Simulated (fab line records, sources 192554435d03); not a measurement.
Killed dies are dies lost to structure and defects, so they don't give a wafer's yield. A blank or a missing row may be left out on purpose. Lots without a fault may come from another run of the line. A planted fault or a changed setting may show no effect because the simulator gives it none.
Problem report in the 8D (eight disciplines) form, filled by code | flow n5_finfet | the parts of the form that need people (team, actions taken, sign-off) are left out

1. THE PROBLEM
rf_fwd_power_W at N5_GATE_CUT_CUT_ETCH_53 reads a mean of 668 W on 6 wafers of 2 lots; wafers without a fault read 879 W with a standard deviation of 3.5. That is -60 standard deviations from the usual mean.
The step: etches W in SF6/Cl2, target depth 79.2 nm.
First seen on wafer L557.1, day 6 14:50, on rie_metal-03. The record holds 27 wafers of 9 lots with a number at this step. Rule for "out", or "out of limits": more than 4 standard deviations from the usual mean. The other wafers with a number count as sound.

2. WHAT IT IS AND WHAT IT IS NOT
question                    | is                                | is not
which readings at this step | rf_fwd_power_W, etch_rf_on_time_s | drypump_motor_current_A, oes_product_au, throttle_valve_pct
which lots                  | L557, L558                        | L551, L554, L555, L567, L569, L570, L571
which wafers of those lots  | all that have a number            | -
read on which tools         | rie_metal-03                      | rie_metal-01, rie_metal-02
when                        | from day 6 14:50                  | up to then (9 sound wafers); but 12 sound wafers of L567, L569, L570, L571 came after

3. SUSPECTS, AND WHAT RULES EACH OUT
Counting: a tool at a process step up to the reading stays a suspect if it ran every lot that is out and no sound lot after the first of them.
- rie_metal-03 at N5_GATE_CUT_CUT_ETCH_53 (etches W in SF6/Cl2, target depth 79.2 nm): kept. It ran every lot that is out, first L557 (day 6 14:50), and no sound lot after that; its last sound lot up to then is L555 (day 5 23:30). Its own readings are out on those wafers: etch_rf_on_time_s, rf_fwd_power_W.
Left after counting: rie_metal-03 at N5_GATE_CUT_CUT_ETCH_53.

4. THE CAUSE (what the simulator had put in)
Process parameter drift: rie_metal-03, from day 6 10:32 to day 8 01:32, at N5_GATE_CUT_CUT_ETCH_53. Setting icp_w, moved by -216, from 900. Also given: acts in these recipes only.
Counting left only this tool.

5. THE CHAIN OF EFFECTS, in route order
Each row: a reading whose mean over the struck wafers that have a number lies more than 3 standard deviations from the usual. Only readings for which the record gives a usual standard deviation are gone through. hours: the time from each lot's start at the first step in this table that gives one to its start at this step, as a median over the lots. sigmas: the change in usual standard deviations.
hours | step                    | reading           | usual  | on struck wafers | change | sigmas
0     | N5_GATE_CUT_CUT_ETCH_53 | etch_rf_on_time_s | 26.3 s | 33.8             | +7.5   | +20
0     | N5_GATE_CUT_CUT_ETCH_53 | rf_fwd_power_W    | 879 W  | 668              | -212   | -60
The process steps in it:
- N5_GATE_CUT_CUT_ETCH_53: etches W in SF6/Cl2, target depth 79.2 nm.
Later measuring or inspecting steps at which every struck wafer that the step has a row for has a number for every such reading, and none has moved that far: N5_BEOL_M4_RC_MEAS_101.

6. WHAT WOULD HAVE CAUGHT IT SOONER
In this record the first reading out of limits was taken at day 6 14:50, 4 hours after the fault began at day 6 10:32.
